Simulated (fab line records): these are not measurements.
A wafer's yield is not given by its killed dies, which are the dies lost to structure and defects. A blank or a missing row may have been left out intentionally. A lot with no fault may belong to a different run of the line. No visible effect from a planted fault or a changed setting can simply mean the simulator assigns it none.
2 desks, one fault || flow nand-harc || what lay behind the numbers comes last; until then each desk has only its own

== THE DEFECT DESK ==
For each lot, the counts of the inspections along the route, averaged over the sampled wafers that have a number. A lot is out of limits, marked OUT, if its mean lies more than 4 standard deviations from the usual mean; the brackets give that distance.
Columns: A = raw-defect-count at NHARC_P_M1_INSPECT_11, usual 5
{"lot": "L297", "first seen here": "day 7 22:58", "A": 9}
{"lot": "L298", "first seen here": "day 8 12:01", "A": 9}
{"lot": "L299", "first seen here": "day 8 12:57", "A": 1}
{"lot": "L303", "first seen here": "day 10 06:22", "A": 5}
{"lot": "L305", "first seen here": "day 11 02:10", "A": 3}
{"lot": "L307", "first seen here": "day 12 08:15", "A": 4}
{"lot": "L308", "first seen here": "day 12 09:14", "A": 2}
{"lot": "L309", "first seen here": "day 12 20:05", "A": 4}
{"lot": "L310", "first seen here": "day 13 01:38", "A": 4}
{"lot": "L311", "first seen here": "day 13 17:58", "A": 4}
{"lot": "L315", "first seen here": "day 15 10:12", "A": 6}
{"lot": "L316", "first seen here": "day 16 01:38", "A": 4}
This desk's verdict: no lot among the 12 shows anything out of limits.

== DESK OF THE TOOL OWNER: pecvd-01 ==
The tool's own readings at NHARC_P_M1_DEP_00 (deposits SiOC, target thk 182.5 nm): means of the sampled wafers that have a number, for each lot that ran on this tool. A lot is out of limits, marked OUT, if its mean lies more than 4 standard deviations from the usual mean; the brackets give that distance.
Columns: A = rf-fwd-power-W at NHARC_P_M1_DEP_00, usual 598.7 W; B = showerhead-vpp-V at NHARC_P_M1_DEP_00, usual 1510 V
{"lot": "L297", "first seen here": "day 7 22:03", "A": 598.5, "B": 1439}
{"lot": "L298", "first seen here": "day 8 11:02", "A": 598.4, "B": 1446}
{"lot": "L308", "first seen here": "day 12 08:19", "A": 597.8, "B": 1435}
{"lot": "L311", "first seen here": "day 13 17:00", "A": 598.8, "B": 1448}
{"lot": "L316", "first seen here": "day 16 00:51", "A": 600.0, "B": 1471}
This desk's verdict: no lot among the 5 shows anything out of limits.

== PUT TOGETHER ==
Nothing the defect desk looked at was out of limits.
Nothing out of limits was seen by the tool owner's desk.

== WHAT WAS PUT IN BY THE SIMULATOR ==
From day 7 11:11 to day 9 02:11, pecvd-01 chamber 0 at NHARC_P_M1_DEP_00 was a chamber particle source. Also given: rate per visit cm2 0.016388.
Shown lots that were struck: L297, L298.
